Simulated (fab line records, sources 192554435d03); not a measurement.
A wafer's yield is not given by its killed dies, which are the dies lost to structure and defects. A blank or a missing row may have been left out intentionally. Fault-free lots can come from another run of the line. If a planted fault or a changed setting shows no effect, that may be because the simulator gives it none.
Lot-split experiment ; flow n5_finfet ; 21 wafers read from 7 lots, route of 1938 steps

== THE SPLIT ==
At N5_BEOL_M15_ETCH_61 (etches BARC in N2/H2, target depth 89 nm, overetch 26.7 nm, time 67.9 s), the setting time_s was moved away from the recipe's 67.9 s on 9 of the 21 wafers read, by -13.3% to +20.8%. This setting was run at the recipe's value on the other wafers.

The reading comes from the split's own step.

== THE READING ==
coat_of_BEOL_M15_COAT_22.thk_nm (the simulator's own value, which no gauge read), in nm, at N5_BEOL_M15_ETCH_61 (etches BARC in N2/H2, target depth 89 nm, overetch 26.7 nm, time 67.9 s). The file does not state a usual value for it. Here, 12 wafers ran the recipe; their average is 718.5 nm with a standard deviation of 2.8 nm.

wafer;tool, chamber at the split;time_s as run, s;against the recipe;coat_of_BEOL_M15_COAT_22.thk_nm, nm;against lot-mates on the recipe
L075.2;rie_diel-02, 3;82.05;+20.8%;709.8;-14.4
L075.3;rie_diel-02, 0;82.05;+20.8%;712.2;-12.0
L075.5;rie_diel-02, 0;67.9;recipe;724.2;-
L083.1;rie_diel-03, 1;67.9;recipe;717.2;-
L083.2;rie_diel-03, 0;67.9;recipe;719.8;-
L083.5;rie_diel-03, 2;67.9;recipe;714.2;-
L087.2;rie_diel-03, 3;81.07;+19.4%;705.4;-15.6
L087.5;rie_diel-03, 2;67.9;recipe;721;-
L087.6;rie_diel-03, 3;81.07;+19.4%;707.4;-13.6
L089.2;rie_diel-01, 1;58.9;-13.3%;726.4;+8.8
L089.5;rie_diel-01, 1;67.9;recipe;717.6;-
L089.6;rie_diel-01, 2;58.9;-13.3%;728.2;+10.6
L095.4;rie_diel-03, 2;60.98;-10.2%;723.6;+6.3
L095.5;rie_diel-03, 1;67.9;recipe;716.6;-
L095.6;rie_diel-03, 2;67.9;recipe;718;-
L094.1;rie_diel-03, 2;67.9;recipe;714.6;-
L094.3;rie_diel-03, 1;67.9;recipe;717.6;-
L094.4;rie_diel-03, 0;67.9;recipe;718.6;-
L093.1;rie_diel-03, 0;67.9;recipe;722.2;-
L093.2;rie_diel-03, 1;82.02;+20.8%;703;-19.2
L093.5;rie_diel-03, 0;82.02;+20.8%;708.6;-13.6

FIT RESULTS
A straight line over all 21 wafers: coat_of_BEOL_M15_COAT_22.thk_nm changes by -0.549 nm for each +1% of time_s; r = -0.91; the points scatter about the line by 2.9 nm.
The same after taking each lot's own level away (the mean of its wafers on the recipe; 21 wafers): -0.719 nm for each +1%; r = -0.98; scatter 1.8 nm.
That fit puts the effect of the largest move of time_s on the reading at 15 nm.
From 716.93 to 724.20 nm: that is the span of the lots' own levels, equal to 2.6 times the standard deviation above.
Hence the slope depends on the lot-to-lot level, as the two fits are not the same.
Check: for one of the wafers moved furthest among these (+20.8%), held out of the fit, the line's prediction against its lot-mates is -15.2 nm. Against them it came out at -14.4 nm.

== FURTHER SPLITS ON THESE WAFERS ==
Other splits were also applied to these wafers ahead of the reading. Each is held against what the fit with the lots' levels taken away leaves over:
other split on the same wafers;wafers away from the commonest value;r with coat_of_BEOL_M15_COAT_22.thk_nm (lot level and that fit taken away)
N5_BEOL_M9_HM_DEP_02 target_thk_a;8;-0.35
N5_BEOL_M9_ETCH_62 source_w;5;+0.39
N5_BEOL_M9_EXPOSE_25 dose_mj;5;+0.06
N5_BEOL_M10_ETCH_41 source_w;12;-0.04
N5_BEOL_M11_PECVD_70 time_s;7;+0.34
N5_BEOL_M13_COAT_65 spin_rpm;12;+0.19
N5_BEOL_M14_SPUTTER_43 power_w;5;-0.14

== FILE'S OWN FIT ==
coat_of_BEOL_M15_COAT_22.thk_nm changes by -0.717 nm for each +1% of time_s, r = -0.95.
